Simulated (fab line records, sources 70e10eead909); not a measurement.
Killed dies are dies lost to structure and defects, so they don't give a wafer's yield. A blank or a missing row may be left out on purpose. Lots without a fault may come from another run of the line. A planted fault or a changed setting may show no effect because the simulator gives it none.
Which tool did it? | flow nand_harc | 6 lots, 18 wafers sampled, at 5 steps of a route of 1159

WHAT THE GAUGES READ, wafer by wafer
NHARC_END_SORT_01.
lot  | measured     | on        | defect_limited_yield (%)
L483 | day 22 22:43 | prober-01 | 96.0 95.6 95.1

WHICH TOOL RAN EACH LOT (tool, then ch and the chambers of the sampled wafers, then the start)
lot  | NHARC_P_CONTACT_STRIP_28           | NHARC_P_CONTACT_PVD_32                  | NHARC_P_M0_PVD_20            | NHARC_P_M0_DEP_32
L474 | rie_diel-01 ch 1,2,3, day 6 07:58  | pvd_sputter-03, day 6 12:37 or earlier  | pvd_sputter-02, day 6 12:37  | pecvd-03 ch 0,1, day 6 14:18
L479 | rie_diel-01 ch 1,2, day 7 15:17    | pvd_sputter-03, day 7 19:46 or earlier  | pvd_sputter-02, day 7 19:46  | pecvd-03 ch 0,1,2, day 7 21:51
L483 | rie_diel-05 ch 0,1,2, day 8 20:44  | pvd_sputter-03, day 9 03:47 or earlier  | pvd_sputter-01, day 9 03:47  | pecvd-02 ch 1,2, day 9 05:23
L486 | rie_diel-05 ch 0,2,3, day 9 10:21  | pvd_sputter-01, day 9 19:27 or earlier  | pvd_sputter-01, day 9 19:27  | pecvd-01 ch 0,1,2, day 9 21:26
L491 | rie_diel-01 ch 1,2, day 10 16:44   | pvd_sputter-02, day 10 21:10 or earlier | pvd_sputter-02, day 10 21:10 | pecvd-03 ch 0,1,2, day 10 23:04
L494 | rie_diel-05 ch 0,1,3, day 11 08:06 | pvd_sputter-03, day 11 12:26 or earlier | pvd_sputter-01, day 11 12:26 | pecvd-03 ch 1,2, day 11 14:03
- NHARC_P_CONTACT_STRIP_28: strips in O2.
- NHARC_P_CONTACT_PVD_32: deposits Ti, target thk 5 nm, time 17.7 s.
- NHARC_P_M0_PVD_20: deposits TaN, target thk 5 nm, time 8.06 s.
- NHARC_P_M0_DEP_32: deposits SiCN, target thk 30 nm.

THE ANSWER, worked out from the rows above alone
Rule: what is usual is taken from the lots themselves. Put in order of their means at a reading, lots are off if they are a third of the lots or fewer, leave a main group of 4 or more, and stand apart from it by a gap of 3 or more times the standard deviation of the main group's means; of several such gaps the widest counts. A main group whose means are all the same, to the digits that the tables above print for the reading, isn't used. A lot without any number at a reading at which 4 lots or more have one is off too. The other lots that the step has rows for count as sound.
No lot is off at any reading shown: from this, nothing can be told.

WHAT THE SIMULATOR HAD PUT IN
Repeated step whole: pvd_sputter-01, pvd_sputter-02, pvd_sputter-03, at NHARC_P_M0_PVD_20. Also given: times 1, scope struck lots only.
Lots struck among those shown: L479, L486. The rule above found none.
